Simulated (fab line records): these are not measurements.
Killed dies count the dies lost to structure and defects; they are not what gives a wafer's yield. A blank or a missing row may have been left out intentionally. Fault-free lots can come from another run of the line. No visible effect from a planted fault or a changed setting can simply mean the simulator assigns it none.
Comparing a struck lot with a sound one ; flow n5Finfet ; 35 steps out of a route of 1938
Sound: wafers L945.2, L945.4, L945.6. The struck wafers were L946.1, L946.2, L946.6. The cause is named last.
At each step with rows: each side's tool, then ch and its chambers, then its first start. Under that, the readings that differ: sound wafers ; struck wafers ; difference of the means ; sigmas: that difference in standard deviations of wafers without a fault.
alike: readings with means less than 2 such deviations apart, plus words and numbers identical on both sides. not compared: withheld readings, readings lacking a value on some wafer, bounds such as >300 that could conceal the same value, and numbers that have no deviation in the record and whose values overlap.
Wherever a step has rows on one side only, a row that says differs or no value, or a row with sigmas, the two part there. When numbers do not overlap yet have no deviation, they are printed without sigmas and do not part them. Lack of a reading on every wafer of one side parts them only where that side has two or more wafers.

N5_START_INSPECT_01: inspects for defects (unpatterned scan).
  sound: defectInspect-01 at day 4 00:02; struck: defectInspect-01 at day 4 06:02
  alike: rawDefectCount
then, 2 steps without rows for these wafers: N5_ZERO_LAYER_PRECLEAN_00 (cleans in SPM, time 600 s); N5_ZERO_LAYER_SRD_01 (time 30 s, dry time 30 s).
N5_ZERO_LAYER_PECVD_02: deposits SiO2 from SiH4/N2O, target thk 10 nm, time 6 s.
  sound on pecvd-02 ch 0,2, day 4 00:17; struck on pecvd-01 ch 0,1,2, day 4 06:17
  no value came back on the struck wafers for any of 6 readings (chamberPressureTorr (Torr), heaterPowerOuterW (W) and others); on the sound wafers chamberPressureTorr (Torr) reads 0.7496 0.7511 0.7499
then, 8 steps without rows for these wafers: N5_ZERO_LAYER_HMDS_04 (time 60 s); N5_ZERO_LAYER_COAT_05 (resist thk 1000 nm); N5_ZERO_LAYER_EBR_07; N5_ZERO_LAYER_SOFTBAKE_06 (time 90 s); N5_ZERO_LAYER_EXPOSE_08 (exposes mask ZERO, defocus 0 nm, target cd 2000 nm); N5_ZERO_LAYER_PEB_09; N5_ZERO_LAYER_DEVELOP_10 (develop time 60 s); N5_ZERO_LAYER_HARDBAKE_23 (time 120 s).
N5_ZERO_LAYER_CD_MEAS_11 targets a cd of 2000 nm.
  sound on cdSem-01 ch 0, day 4 00:46; struck on cdSem-01 ch 0, day 4 06:39
  alike: cdNm
N5_ZERO_LAYER_DESCUM_16: chemistry O2, time 7.9 s.
  sound on rieDiel-02 ch 2,3, day 4 00:48; struck on rieDiel-02 ch 0,1, day 4 06:41
  alike: drypumpMotorCurrentA, oesProductAu, rfVppV, showerheadPlenumPTorr, throttleValvePct
  not compared: rfHoursCounterH
N5_ZERO_LAYER_ETCH_17: etches SiO2 in CF4, target depth 12 nm, time 13.3 s.
  sound on rieDiel-02 ch 2,3, day 4 00:50; struck on rieDiel-02 ch 0,1, day 4 06:43
  alike: drypumpMotorCurrentA, mfcArSccm, oesProductAu, rfVppV, showerheadPlenumPTorr, throttleValvePct
  not compared: rfHoursCounterH
N5_ZERO_LAYER_ETCH_18: etches Si in HBr/Cl2, target depth 120 nm, time 40 s.
  sound on rieSi-05 ch 1,3, day 4 00:55; struck on rieSi-02 ch 0,2, day 4 06:47
  alike: drypumpMotorCurrentA, oesProductAu, throttleValvePct
  not compared: rfHoursCounterH
N5_ZERO_LAYER_STRIP_24: strips in O2.
  sound on plasmaAsher-01 ch 0, day 4 01:01; struck on plasmaAsher-02 ch 0,1, day 4 06:54
  alike: drypumpMotorCurrentA, heaterPowerW, oesProductAu, stripTimeToEndpointS
  not compared: rfHoursCounterH
then, 1 step without rows for these wafers: N5_ZERO_LAYER_STRIP_19 (strips in SPM, time 900 s).
N5_ZERO_LAYER_INSPECT_20: inspects for defects (darkfield).
  sound: defectInspect-02 at day 4 01:23; struck: defectInspect-01 at day 4 07:16
reading;sound;struck;difference;sigmas
rawDefectCount;39 55 42;7 1 4;-41;-2
then, 8 steps without rows for these wafers: N5_WELL_APT_HMDS_01 (time 60 s); N5_WELL_APT_COAT_02 (resist thk 950 nm); N5_WELL_APT_EBR_04; N5_WELL_APT_SOFTBAKE_03 (time 60 s); N5_WELL_APT_EXPOSE_05 (exposes mask NWELL, defocus 0 nm, target cd 200 nm); N5_WELL_APT_PEB_06 (peb time 90 s); N5_WELL_APT_DEVELOP_07 (develop time 45 s); N5_WELL_APT_HARDBAKE_12 (time 120 s).
N5_WELL_APT_CD_MEAS_08 targets a cd of 200 nm.
  the record has rows for the sound wafers here (cdSem-02 ch 0, day 4 01:41) and none for the struck ones
N5_WELL_APT_OVL_MEAS_09:
  the record has rows for the sound wafers here (overlay-02 ch 0, day 4 01:43) and none for the struck ones
N5_WELL_APT_INSPECT_10: inspects for defects (macro).
  rows exist in the record for the sound wafers here (defectInspect-02, day 4 01:44), none for the struck ones
N5_WELL_APT_DESCUM_13: chemistry O2, time 7.9 s.
  the record has rows for the sound wafers here (rieDiel-05 ch 1,3, day 4 01:46) and none for the struck ones
then, 2 steps without rows for these wafers: N5_WELL_APT_IMPLANT_14; N5_WELL_APT_IMPLANT_15.
N5_BEOL_M4_RC_MEAS_101:
  the record has rows for the sound wafers here (prober-01 ch 0, day 10 14:01) and none for the struck ones
N5_PASSIVATION_PROBE_49:
  rows exist in the record for the sound wafers here (prober-01, day 15 07:37), none for the struck ones

WHERE THEY PART
Last at N5_PASSIVATION_PROBE_49 as far as this record goes, first at N5_ZERO_LAYER_PECVD_02.

WHY: the cause the simulator had injected
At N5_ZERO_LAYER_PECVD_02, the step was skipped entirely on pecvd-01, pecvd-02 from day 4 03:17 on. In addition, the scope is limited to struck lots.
